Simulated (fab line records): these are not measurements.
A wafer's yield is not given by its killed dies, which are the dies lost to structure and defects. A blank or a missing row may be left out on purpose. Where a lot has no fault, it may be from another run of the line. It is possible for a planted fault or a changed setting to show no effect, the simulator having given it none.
fab line records -- flow nand-harc
record: lots: 6, wafers: 18, last-day: 33
route steps=1302 shown A_M0@1166 A_M1@1169 END@1302
lots with no fault: from the same line, run without faults
start-h: the number of hours between the record's first day and the start of the first shown wafer of the lot -- wait-h: hours elapsed since this lot's preceding step -- " unchanged from the row above -- L1.1+2: a single row standing in for several wafers -- - no value present, or no start provided -- * or withheld: withheld -- < > ~ a bound
route shown NAME@n: names a module that has steps shown in the file, with the first one's number in the route -- usual: average and standard deviation across the fault-free wafers -- same: alike in all rows -- chamber/n: place in a boat -- sites: readings site by site -- _std_site: standard deviation of those values -- _edge_site: outer sites' mean less inner sites' -- radius-mm: how far each site lies from the wafer's centre -- mask NAME#n: copy n -- behind: the last tool/chamber to shape the wafer -- hold: why the lot was held/for how many hours/how that ended -- device: the n, p or np transistor that did not switch -- end of line: the same wafers' tests at the end of the route -- a step with no rows: only its recipe -- killed: dies that structure and defects cost at the first sort, which is not the same as the wafer's yield -- map: the dies of a wafer, with x for killed, . for not killed, _ for no die there
set.NAME: the setting the step ran with; set.NAME@STEP: the setting that earlier step ran with -- model.NAME: the simulator's own value behind a step, which no gauge read
a table for each step, a row for each wafer; lots at some steps of the route
services: a tool's chamber out of use, with start hour (start-h, from the record's first day; less than 0 if before it), hours out, and reason
== steps ==
step: NHARC_A_M0_INSPECT_27
usual: raw-defect-count: 559/140
lot.wafer,tool,chamber,start-h,wait-h,raw-defect-count
L423.1,defect-inspect-02,-,588.61,0.0,499
L423.4,defect-inspect-02,-,588.61,0.0,610
L423.6,defect-inspect-02,-,588.61,0.0,440
L427.3,defect-inspect-02,-,625.75,0.0,594
L427.4,defect-inspect-02,-,625.75,0.0,328
L427.5,defect-inspect-02,-,625.75,0.0,547
L428.1,defect-inspect-02,-,643.44,0.0,800
L428.4,defect-inspect-02,-,643.44,0.0,600
L428.5,defect-inspect-02,-,643.44,0.0,929
L429.3,defect-inspect-02,-,645.13,0.0,608
L429.4,defect-inspect-02,-,645.13,0.0,921
L429.6,defect-inspect-02,-,645.13,0.0,877
L437.2,defect-inspect-02,-,729.55,0.0,587
L437.3,defect-inspect-02,-,729.55,0.0,512
L437.6,defect-inspect-02,-,729.55,0.0,807
L439.2,defect-inspect-01,-,753.07,0.0,519
L439.5,defect-inspect-01,-,753.07,0.0,484
L439.6,defect-inspect-01,-,753.07,0.0,601
step: NHARC_A_M0_PRE_CLEAN_31
recipe: time-s: 12, temp-c: 370, rf-power-w: 300, gas: NH3
usual: heater-power-w: 681/84, rf-fwd-power-W: 292.6/0.86
lot.wafer,tool,chamber,start-h,wait-h,heater-power-w,rf-fwd-power-W
L423.1,pecvd-04,2,588.71,0.1,631,292.0
L423.4,pecvd-04,1,588.71,0.1,724,293.4
L423.6,pecvd-04,2,588.71,0.1,635,293.0
L427.3,pecvd-04,1,625.83,0.1,749,293.2
L427.5,pecvd-04,1,625.83,0.1,766,293.3
L427.4,pecvd-04,2,625.83,0.1,738,292.7
L428.1,pecvd-03,0,643.52,0.1,610,293.8
L428.4,pecvd-03,2,643.52,0.1,546,293.0
L428.5,pecvd-03,0,643.52,0.1,596,292.6
L429.3,pecvd-04,2,645.21,0.1,735,294.1
L429.6,pecvd-04,1,645.21,0.1,709,293.0
L429.4,pecvd-04,2,645.21,0.1,718,293.5
L437.2,pecvd-04,1,729.69,0.1,613,292.1
L437.3,pecvd-04,2,729.69,0.1,658,292.6
L437.6,pecvd-04,1,729.69,0.1,618,291.8
L439.2,pecvd-04,2,753.15,0.1,736,294.4
L439.5,pecvd-04,2,753.15,0.1,753,294.0
L439.6,pecvd-04,0,753.15,0.1,723,291.9
step: NHARC_A_M0_DEP_32
recipe: target-thk-a: 300, temp-c: 370, target-thk-nm: 30, pressure-torr: 3, flow-sccm: 200, rf-w: 450, material: SiCN
usual: chamber-pressure-Torr: 3.001/0.0068, heater-power-w: 617/83, rf-fwd-power-W: 449.0/1.3
lot.wafer,tool,chamber,start-h,wait-h,chamber-pressure-Torr,heater-power-w,rf-fwd-power-W
L423.1,pecvd-04,2,588.85,0.1,3.007,656,446.8
L423.4,pecvd-04,1,588.85,0.1,2.990,710,448.5
L423.6,pecvd-04,2,588.85,0.1,3.003,655,450.1
L427.3,pecvd-04,1,625.94,0.1,2.994,671,448.4
L427.5,pecvd-04,1,625.94,0.1,3.008,664,449.6
L427.4,pecvd-04,2,625.94,0.1,2.996,658,449.1
L428.1,pecvd-03,0,643.63,0.1,3.004,460,448.5
L428.4,pecvd-03,2,643.63,0.1,3.009,428,448.2
L428.5,pecvd-03,0,643.63,0.1,3.005,470,448.4
L429.3,pecvd-04,2,645.32,0.1,2.998,678,449.5
L429.6,pecvd-04,1,645.32,0.1,2.990,660,450.1
L429.4,pecvd-04,2,645.32,0.1,2.995,688,448.3
L437.2,pecvd-04,1,729.77,0.1,3.002,557,449.2
L437.3,pecvd-04,2,729.77,0.1,3.003,680,449.8
L437.6,pecvd-04,1,729.77,0.1,2.996,570,451.0
L439.2,pecvd-04,2,753.26,0.1,2.998,671,449.0
L439.5,pecvd-04,2,753.26,0.1,3.001,643,448.2
L439.6,pecvd-04,0,753.26,0.1,2.997,569,448.7
step: NHARC_A_M1_DEP_00
recipe: target-thk-a: 1825, target-thk-nm: 182.5, temp-c: withheld, pressure-torr: 5, flow-sccm: 200, rf-w: 600, material: SiOC
step: NHARC_A_M1_DEHYDRATE_01
recipe: temp-c: 150, time-s: 120
step: NHARC_A_M1_HMDS_02
recipe: time-s: 30
step: NHARC_A_M1_COAT_34
recipe: temp-c: 200, time-s: 65
step: NHARC_A_M1_COAT_03
recipe: spin-rpm: 1500, resist-thk-nm: 90
step: NHARC_A_M1_SOFTBAKE_04
recipe: temp-c: 105, time-s: 55
step: NHARC_A_M1_EBR_05
step: NHARC_A_M1_EXPOSE_06
recipe: na: 1.35, target-cd-nm: 120, dose-mj: 75.13, mask-id: A_M1
step: NHARC_A_M1_PEB_07
recipe: peb-temp-c: 100, peb-time-s: 65
usual: heater-power-total-W: 156.6/0.42, plate-temp-C: 100.01/0.12
lot.wafer,tool,chamber,start-h,wait-h,heater-power-total-W,plate-temp-C
L423.1,litho-track-01,0,589.91,0.1,157.2,99.78
L423.4,litho-track-01,0,589.91,0.1,156.4,99.93
L423.6,litho-track-01,0,589.91,0.1,156.9,99.98
L427.3,litho-track-04,0,627.07,0.0,156.3,99.95
L427.4,litho-track-04,0,627.07,0.0,157.2,100.01
L427.5,litho-track-04,0,627.07,0.0,157.1,99.95
L428.1,litho-track-01,0,644.76,0.1,156.1,99.87
L428.4,litho-track-01,0,644.76,0.1,157.1,99.90
L428.5,litho-track-01,0,644.76,0.1,156.3,100.15
L429.3,litho-track-04,0,646.32,0.0,157.1,100.28
L429.4,litho-track-04,0,646.32,0.0,156.2,99.95
L429.6,litho-track-04,0,646.32,0.0,156.3,100.05
L437.2,litho-track-01,0,730.81,0.1,172.5,107.27
L437.3,litho-track-01,0,730.81,0.1,171.4,107.24
L437.6,litho-track-01,0,730.81,0.1,171.3,107.33
L439.2,litho-track-01,0,754.36,0.1,171.7,107.18
L439.5,litho-track-01,0,754.36,0.1,171.6,107.15
L439.6,litho-track-01,0,754.36,0.1,172.4,106.96
step: NHARC_A_M1_DEVELOP_08
recipe: develop-time-s: 35, dev-temp-c: 23
step: NHARC_A_M1_CD_MEAS_09
recipe: target-cd-nm: 120, landing-energy-ev: 500
usual: cd-nm: 120.0/0.81
lot.wafer,tool,chamber,start-h,wait-h,cd-nm
L423.1,cd-sem-01,0,589.99,-,120.0
L423.4,cd-sem-01,0,589.99,-,121.1
L423.6,cd-sem-01,0,589.99,-,119.6
L427.3,cd-sem-02,0,627.15,-,118.7
L427.4,cd-sem-02,0,627.15,-,118.7
L427.5,cd-sem-02,0,627.15,-,119.4
L428.1,cd-sem-03,0,644.84,-,120.8
L428.4,cd-sem-03,0,644.84,-,121.5
L428.5,cd-sem-03,0,644.84,-,121.2
L429.3,cd-sem-01,0,646.40,-,119.3
L429.4,cd-sem-01,0,646.40,-,119.3
L429.6,cd-sem-01,0,646.40,-,119.0
L437.2,cd-sem-03,0,730.89,-,142.3
L437.3,cd-sem-03,0,730.89,-,141.2
L437.6,cd-sem-03,0,730.89,-,142.0
L439.2,cd-sem-02,0,754.44,-,141.3
L439.5,cd-sem-02,0,754.44,-,141.0
L439.6,cd-sem-02,0,754.44,-,141.9
step: NHARC_A_M1_OVL_MEAS_10
recipe: pitch-nm: 240
usual: overlay-x-nm: -0.1/0.87, overlay-y-nm: 0.1/0.77
lot.wafer,tool,chamber,start-h,wait-h,overlay-x-nm,overlay-y-nm
L423.1,overlay-01,-,590.08,-,-0.9,-1.0
L423.4,overlay-01,-,590.08,-,-0.3,-0.6
L423.6,overlay-01,-,590.08,-,-0.6,-0.4
L427.3,overlay-01,-,627.23,-,1.0,1.4
L427.4,overlay-01,-,627.23,-,1.6,1.5
L427.5,overlay-01,-,627.23,-,1.6,0.9
L428.1,overlay-02,-,644.93,-,0.6,0.2
L428.4,overlay-02,-,644.93,-,-0.5,0.1
L428.5,overlay-02,-,644.93,-,-0.3,0.3
L429.3,overlay-02,-,646.49,-,-2.0,0.7
L429.4,overlay-02,-,646.49,-,-1.5,0.8
L429.6,overlay-02,-,646.49,-,-1.8,0.3
L437.2,overlay-02,-,730.97,-,0.6,-1.2
L437.3,overlay-02,-,730.97,-,0.7,-1.1
L437.6,overlay-02,-,730.97,-,0.4,-0.7
L439.2,overlay-02,-,754.53,-,-0.7,1.1
L439.5,overlay-02,-,754.53,-,-0.2,0.4
L439.6,overlay-02,-,754.53,-,-0.7,0.3
step: NHARC_A_M1_INSPECT_11
usual: raw-defect-count: 85/44
lot.wafer,tool,chamber,start-h,wait-h,raw-defect-count
L423.1,defect-inspect-02,-,590.12,0.0,148
L423.4,defect-inspect-02,-,590.12,0.0,135
L423.6,defect-inspect-02,-,590.12,0.0,149
L427.3,defect-inspect-02,-,627.27,0.0,27
L427.4,defect-inspect-02,-,627.27,0.0,29
L427.5,defect-inspect-02,-,627.27,0.0,23
L428.1,defect-inspect-01,-,644.96,0.0,57
L428.4,defect-inspect-01,-,644.96,0.0,75
L428.5,defect-inspect-01,-,644.96,0.0,52
L429.3,defect-inspect-01,-,646.52,0.0,120
L429.4,defect-inspect-01,-,646.52,0.0,138
L429.6,defect-inspect-01,-,646.52,0.0,162
L437.2,defect-inspect-02,-,731.01,0.0,126
L437.3,defect-inspect-02,-,731.01,0.0,108
L437.6,defect-inspect-02,-,731.01,0.0,118
L439.2,defect-inspect-01,-,754.56,0.0,122
L439.5,defect-inspect-01,-,754.56,0.0,125
L439.6,defect-inspect-01,-,754.56,0.0,124
step: NHARC_A_M1_DESCUM_14
recipe: time-s: 3, o2-flow-sccm: 200, ar-flow-sccm: 0, bias-power-w: 0, chemistry: O2
usual: drypump-motor-current-A: 5.9/0.35, o2-flow-sccm: 200.0/0.62, oes-product-au: 0.995/0.0092, rf-vpp-V: 57.8/0.9, showerhead-plenum-p-Torr: 1.92/0.086, throttle-valve-pct: 11.311/0.0096
lot.wafer,tool,chamber,start-h,wait-h,drypump-motor-current-A,o2-flow-sccm,oes-product-au,rf-hours-counter-h,rf-vpp-V,showerhead-plenum-p-Torr,throttle-valve-pct,model.A_M1.cd-nm
L423.4,rie-diel-04,0,590.18,0.1,5.6,200.1,1.010,1.2,57.2,1.95,11.308,120.8
L423.1,rie-diel-04,1,590.18,0.1,6.4,200.5,0.989,1.2,59.7,1.99,11.310,119.9
L423.6,rie-diel-04,1,590.18,0.1,6.4,200.1,0.995,-,58.2,1.99,11.321,119.5
L427.4,rie-diel-07,0,627.34,0.1,5.2,200.4,1.006,8.2,58.5,1.81,11.302,118.5
L427.3,rie-diel-07,2,627.34,0.1,5.8,200.6,0.992,6.6,59.1,1.88,11.311,118.5
L427.5,rie-diel-07,3,627.34,0.1,5.8,200.3,0.990,-,56.7,1.81,11.316,119
L428.1,rie-diel-02,3,645.03,0.1,5.8,200.5,0.992,3.9,57.9,1.80,11.334,120.8
L428.4,rie-diel-02,1,645.03,0.1,5.7,199.7,0.987,4.4,57.8,1.88,11.294,121.8
L428.5,rie-diel-02,3,645.03,0.1,5.8,200.3,0.996,-,57.1,1.80,11.305,121.1
L429.4,rie-diel-04,1,646.59,0.1,6.4,200.7,0.989,3.4,57.8,1.99,11.305,119
L429.3,rie-diel-04,3,646.59,0.1,6.1,198.6,0.996,3.6,57.2,1.90,11.306,119.3
L429.6,rie-diel-04,1,646.59,0.1,6.4,201.2,0.996,-,57.2,1.99,11.307,118.9
L437.3,rie-diel-04,3,731.07,0.1,6.1,201.3,0.990,0.6,56.9,1.90,11.310,141.4
L437.2,rie-diel-04,0,731.07,0.1,5.6,200.1,0.977,0.5,58.8,1.95,11.301,142.2
L437.6,rie-diel-04,0,731.07,0.1,5.6,201.2,1.000,-,59.1,1.95,11.309,141.5
L439.2,rie-diel-07,1,754.64,0.1,6.5,200.3,1.001,4.9,57.9,2.04,11.313,140.6
L439.6,rie-diel-07,3,754.64,0.1,5.8,199.4,0.984,-,58.4,1.81,11.312,142.2
L439.5,rie-diel-07,0,754.64,0.1,5.2,199.0,0.984,-,57.8,1.81,11.310,141.9
step: NHARC_A_M1_ETCH_35
recipe: target-depth-a: 400, overetch-a: 120, time-s: 43.94, ion-energy-ev: 200, n2-flow-sccm: 150, h2-flow-sccm: 150, ar-flow-sccm: 0, rf-w: 400, bias-w: 150, chemistry: N2/H2
usual: drypump-motor-current-A: 5.9/0.34, oes-product-au: 0.996/0.0088, rf-fwd-power-W: 395.6/1.9, rf-vpp-V: 430.4/2.7, showerhead-plenum-p-Torr: 2.04/0.094, throttle-valve-pct: 14.171/0.0096
lot.wafer,tool,chamber,start-h,wait-h,drypump-motor-current-A,oes-product-au,rf-fwd-power-W,rf-hours-counter-h,rf-vpp-V,showerhead-plenum-p-Torr,throttle-valve-pct
L423.1,rie-diel-04,3,590.26,0.1,6.1,0.999,399.1,1.2,430.1,2.03,14.183
L423.4,rie-diel-04,0,590.26,0.1,5.6,1.001,392.6,1.2,431.4,2.08,14.151
L423.6,rie-diel-04,0,590.26,0.1,5.6,0.997,393.7,-,431.0,2.08,14.165
L427.3,rie-diel-07,0,627.43,0.1,5.2,1.016,397.8,8.2,427.4,1.93,14.171
L427.4,rie-diel-07,1,627.43,0.1,6.5,0.996,394.6,7.5,433.0,2.18,14.173
L427.5,rie-diel-07,2,627.43,0.1,5.8,0.999,397.0,-,429.8,2.00,14.158
L428.4,rie-diel-02,0,645.12,0.1,5.7,1.015,394.2,3.6,434.0,2.13,14.167
L428.1,rie-diel-02,1,645.12,0.1,5.7,0.986,395.0,4.4,430.6,2.00,14.173
L428.5,rie-diel-02,2,645.12,0.1,5.8,0.983,393.7,-,424.0,1.88,14.178
L429.4,rie-diel-04,3,646.67,0.1,6.1,0.997,396.7,3.6,429.8,2.03,14.168
L429.3,rie-diel-04,2,646.67,0.1,5.9,0.994,395.9,3.6,433.6,2.14,14.180
L429.6,rie-diel-04,3,646.67,0.1,6.2,0.992,396.9,-,430.0,2.03,14.171
L437.2,rie-diel-04,0,731.16,0.1,5.6,0.996,392.8,0.6,432.2,2.08,14.181
L437.3,rie-diel-04,1,731.16,0.1,6.4,0.988,395.0,0.5,432.5,2.12,14.180
L437.6,rie-diel-04,1,731.16,0.1,6.4,0.996,393.3,-,432.7,2.12,14.181
L439.2,rie-diel-07,1,755.21,0.6,6.5,0.994,395.4,4.9,433.7,2.18,14.170
L439.5,rie-diel-07,0,755.21,0.6,5.2,0.975,397.6,-,427.5,1.92,14.172
L439.6,rie-diel-07,1,755.21,0.6,6.5,0.991,396.8,-,433.6,2.18,14.166
step: NHARC_A_M1_ETCH_15
recipe: target-depth-a: 1825, time-s: 91.2, c4f8-flow-sccm: withheld, ar-flow-sccm: 400, rf-w: 600, bias-w: 300, chemistry: C4F8/Ar
usual: oes-product-au: 0.945/0.023, rf-fwd-power-W: 595.9/2, rf-vpp-V: 440.7/2.7
lot.wafer,tool,chamber,start-h,wait-h,oes-product-au,rf-fwd-power-W,rf-hours-counter-h,rf-vpp-V
L423.1,rie-diel-04,0,-,-,0.928,592.0,1.3,442.2
L423.4,rie-diel-04,1,-,-,0.913,597.2,1.2,442.2
L423.6,rie-diel-04,1,-,-,0.913,595.9,-,441.1
L427.3,rie-diel-07,2,-,-,0.911,597.4,6.6,440.8
L427.4,rie-diel-07,0,-,-,0.924,599.0,8.2,434.8
L427.5,rie-diel-07,3,-,-,0.912,594.0,-,437.4
L428.1,rie-diel-02,1,-,-,0.960,597.6,4.4,439.5
L428.4,rie-diel-02,2,-,-,0.944,596.4,4.7,435.4
L428.5,rie-diel-02,1,-,-,0.971,594.0,-,436.7
L429.4,rie-diel-04,0,-,-,0.969,592.5,3.5,441.0
L429.3,rie-diel-04,1,-,-,0.953,594.8,3.4,442.4
L429.6,rie-diel-04,0,-,-,0.966,594.7,-,442.2
L437.2,rie-diel-04,1,-,-,0.963,594.8,0.6,442.2
L437.3,rie-diel-04,2,-,-,0.984,594.2,0.6,442.9
L437.6,rie-diel-04,0,-,-,0.969,593.0,-,441.4
L439.2,rie-diel-07,3,-,-,0.925,594.4,5.0,437.0
L439.6,rie-diel-07,1,-,-,0.916,594.8,-,443.8
L439.5,rie-diel-07,2,-,-,0.899,597.7,-,439.8
step: NHARC_A_M1_CD_MEAS_16
usual: cd-nm: 119.9/0.87
lot.wafer,tool,chamber,start-h,wait-h,cd-nm
L423.1,cd-sem-02,-,590.48,-,119.9
L423.4,cd-sem-02,-,590.48,-,121.3
L423.6,cd-sem-02,-,590.48,-,119.8
L427.3,cd-sem-03,-,627.64,-,118.7
L427.4,cd-sem-03,-,627.64,-,118.6
L427.5,cd-sem-03,-,627.64,-,118.9
L428.1,cd-sem-03,-,645.33,-,121.0
L428.4,cd-sem-03,-,645.33,-,121.6
L428.5,cd-sem-03,-,645.33,-,121.7
L429.3,cd-sem-03,-,646.90,-,119.3
L429.4,cd-sem-03,-,646.90,-,119.5
L429.6,cd-sem-03,-,646.90,-,118.9
L437.2,cd-sem-02,-,731.38,-,141.8
L437.3,cd-sem-02,-,731.38,-,141.8
L437.6,cd-sem-02,-,731.38,-,141.8
L439.2,cd-sem-02,-,755.42,-,141.3
L439.5,cd-sem-02,-,755.42,-,141.6
L439.6,cd-sem-02,-,755.42,-,142.3
step: NHARC_A_M1_STRIP_18
recipe: power-w: 1000, n2-flow-sccm: 150, h2-flow-sccm: 150, ar-flow-sccm: 0, bias-w: 0, chemistry: N2/H2
usual: drypump-motor-current-A: 5.8/0.39, oes-product-au: 0.995/0.0091, rf-fwd-power-W: 997.5/2.9, rf-vpp-V: 90.6/0.99, showerhead-plenum-p-Torr: 2.02/0.1, throttle-valve-pct: 14.171/0.0086
lot.wafer,tool,chamber,start-h,wait-h,drypump-motor-current-A,oes-product-au,rf-fwd-power-W,rf-hours-counter-h,rf-vpp-V,showerhead-plenum-p-Torr,throttle-valve-pct
L423.1,rie-diel-02,1,590.56,0.1,5.7,0.981,996.5,0.1,89.3,2.00,14.191
L423.4,rie-diel-02,0,590.56,0.1,5.7,1.014,996.8,0.1,90.2,2.13,14.167
L423.6,rie-diel-02,1,590.56,0.1,5.7,0.989,995.0,-,91.6,2.00,14.176
L427.3,rie-diel-02,0,627.71,0.1,5.7,1.002,999.2,2.6,90.0,2.13,14.163
L427.4,rie-diel-02,1,627.71,0.1,5.7,0.991,990.5,2.8,92.1,2.00,14.180
L427.5,rie-diel-02,1,627.71,0.1,5.7,0.990,994.6,-,91.7,2.00,14.177
L428.1,rie-diel-04,0,645.46,0.1,5.6,1.000,995.6,3.4,89.5,2.08,14.176
L428.4,rie-diel-04,1,645.46,0.1,6.5,0.994,1001.3,3.3,89.9,2.12,14.176
L428.5,rie-diel-04,3,645.46,0.1,6.1,0.995,1004.4,-,90.5,2.03,14.168
L429.3,rie-diel-07,3,646.99,0.1,5.8,0.992,995.6,8.3,88.3,1.93,14.167
L429.4,rie-diel-07,1,646.99,0.1,6.6,0.990,997.2,8.1,92.5,2.18,14.154
L429.6,rie-diel-07,2,646.99,0.1,5.8,0.997,1000.3,-,90.6,2.00,14.164
L437.3,rie-diel-02,0,731.48,0.1,5.7,1.010,994.0,9.0,91.1,2.13,14.164
L437.2,rie-diel-02,2,731.48,0.1,5.8,0.991,999.8,10.0,89.4,1.88,14.164
L437.6,rie-diel-02,3,731.48,0.1,5.7,0.997,994.4,-,90.1,1.92,14.164
L439.2,rie-diel-07,2,755.52,0.1,5.8,0.988,996.8,5.5,90.4,2.00,14.165
L439.5,rie-diel-07,1,755.52,0.1,6.5,0.993,997.0,-,93.8,2.18,14.169
L439.6,rie-diel-07,2,755.52,0.1,5.8,0.979,995.2,-,90.4,2.00,14.163
step: NHARC_A_M1_ETCH_28
recipe: target-depth-a: 300, over-etch-frac: 0.3, time-s: 72.99, ion-energy-ev: 150, cf4-flow-sccm: 50, n2-flow-sccm: 100, ar-flow-sccm: 150, rf-w: 300, bias-w: 100, chemistry: CF4/N2
usual: cf4-flow-sccm: 50.01/0.16, drypump-motor-current-A: 5.9/0.4, oes-product-au: 0.995/0.0096, rf-fwd-power-W: 298.0/1, rf-vpp-V: 313.9/2.1, showerhead-plenum-p-Torr: 2.61/0.12, throttle-valve-pct: 19.794/0.0086
lot.wafer,tool,chamber,start-h,wait-h,cf4-flow-sccm,drypump-motor-current-A,oes-product-au,rf-fwd-power-W,rf-hours-counter-h,rf-vpp-V,showerhead-plenum-p-Torr,throttle-valve-pct,model.A_M1.cd-nm
L423.4,rie-diel-02,0,-,-,50.28,5.7,0.998,299.6,0.2,316.4,2.73,19.780,121.8
L423.1,rie-diel-02,1,-,-,49.94,5.7,0.990,297.1,0.2,315.0,2.58,19.780,120.4
L423.6,rie-diel-02,2,-,-,50.29,5.8,0.976,296.6,-,310.5,2.44,19.802,120
L427.3,rie-diel-02,0,-,-,50.02,5.7,1.016,297.1,2.7,315.1,2.73,19.800,118.8
L427.4,rie-diel-02,1,-,-,49.91,5.7,0.995,296.7,2.9,313.9,2.58,19.784,118.7
L427.5,rie-diel-02,3,-,-,50.29,5.7,1.006,298.6,-,312.1,2.48,19.809,119.1
L428.4,rie-diel-04,2,-,-,49.81,5.8,1.001,298.5,3.5,314.5,2.75,19.792,121.3
L428.1,rie-diel-04,0,-,-,49.96,5.6,1.021,298.4,3.4,314.7,2.68,19.797,120.7
L428.5,rie-diel-04,2,-,-,49.93,5.8,1.002,298.5,-,315.6,2.75,19.794,120.8
L429.4,rie-diel-07,2,-,-,50.20,5.8,1.007,297.6,7.4,312.7,2.58,19.808,119.2
L429.3,rie-diel-07,0,-,-,50.19,5.2,1.007,297.2,8.7,310.8,2.49,19.809,119.4
L429.6,rie-diel-07,3,-,-,49.85,5.8,0.989,297.5,-,311.3,2.49,19.794,118.2
L437.2,rie-diel-02,2,-,-,49.76,5.8,0.980,297.5,10.0,311.5,2.43,19.799,142
L437.3,rie-diel-02,3,-,-,50.16,5.7,1.006,297.3,8.1,312.7,2.48,19.793,141.9
L437.6,rie-diel-02,0,-,-,49.93,5.7,1.008,298.4,-,314.8,2.73,19.792,142
L439.2,rie-diel-07,0,-,-,50.01,5.2,0.989,298.7,4.6,311.5,2.49,19.797,140.6
L439.6,rie-diel-07,1,-,-,50.11,6.6,0.992,296.9,-,316.4,2.79,19.799,142.5
L439.5,rie-diel-07,2,-,-,50.18,5.8,0.971,298.3,-,313.9,2.58,19.787,140.6
step: NHARC_A_M1_STRIP_19
recipe: time-s: 600, temp-c: 30, chemistry: post-etch-residue-remover
step: NHARC_END_SORT_01
recipe: temp-c: 25
usual: defect-limited-yield: 91/3.5, killed-at-array: 59/24, killed-at-other: 0.7/1.2, killed-at-periphery: 3.5/2.6, killed-dies: 63/24, killed-open: 3.2/2.1, killed-short: 2.4/1.5
same: gross-dies: 677
lot.wafer,tool,chamber,start-h,wait-h,defect-limited-yield[%],killed-at-array,killed-at-other,killed-at-periphery,killed-dies,killed-open,killed-short
L428.5,prober-02,0,684.64,3.7,94,39,0,1,40,5,1
killed by level:class
L428.5 A_SLIT:chamber-film-flake=20 A_CHANNEL_HOLE_D1:chamber-film-flake=4 A_CONTACT:chamber-film-flake=4 A_STAIRCASE:chamber-film-flake=3 A_DECK1_JOINT:chamber-film-flake=2 P_M2:geometric-particle:short=1 A_ONON_D1:geometric-particle:open=1 A_DECK1_JOINT:geometric-particle:open=1
== services ==
tool,chamber,start-h,hours,kind
rie-diel-04,0,565.40,-,clean
rie-diel-04,1,565.40,-,clean
rie-diel-04,2,565.40,-,clean
rie-diel-04,3,565.40,-,clean
rie-diel-02,-,570.71,9.0,pm
rie-diel-04,0,589.90,-,clean
rie-diel-04,1,589.90,-,clean
rie-diel-04,2,589.90,-,clean
rie-diel-04,3,589.90,-,clean
rie-diel-04,2,611.62,4.7,repair
rie-diel-04,0,614.40,-,clean
rie-diel-04,-,626.46,0.4,repair
pecvd-04,-,631.35,13.0,pm
rie-diel-07,-,648.20,9.0,pm
rie-diel-02,3,651.34,8.0,repair
litho-track-01,-,680.00,7.0,pm
rie-diel-02,1,684.94,5.9,repair
rie-diel-04,-,708.90,9.0,pm
rie-diel-02,3,712.53,4.9,repair
pecvd-03,2,716.46,18.6,repair
litho-track-04,-,728.00,7.0,pm
pecvd-03,-,728.79,13.0,pm
rie-diel-04,1,737.81,19.8,repair
rie-diel-02,-,747.75,9.0,pm
== key ==
first-sign: step: NHARC_A_M1_PEB_07, reading: plate-temp-C, direction: up, sigmas: 59, usual: *, struck: *
effect: step: NHARC_A_M1_PEB_07, reading: heater-power-total-W, direction: up, sigmas: 37, usual: *, struck: *
effect: step: NHARC_A_M1_CD_MEAS_09, reading: cd-nm, direction: up, sigmas: 27, usual: 120.0, struck: 141.6
effect: step: NHARC_A_M1_CD_MEAS_16, reading: cd-nm, direction: up, sigmas: 25, usual: 119.9, struck: 141.8
model-effect: step: NHARC_A_M1_DESCUM_14, value: A_M1.cd-nm, without: 120.3, struck: 141.6
model-effect: step: NHARC_A_M1_ETCH_28, value: A_M1.cd-nm, without: 120.2, struck: 141.6
met-at NHARC_A_M1_PEB_07
struck-wafers L437.2,L437.3,L437.6,L439.2,L439.5,L439.6
onset-between 644.76 730.81
fault: kind: process-parameter-drift, tool: litho-track-01, chamber: -, onset-h: 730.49, steps: NHARC_A_M1_PEB_07, channel: peb-temp-c, offset: *, shape: step, end-h: 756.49, acts-in: *, stated: *
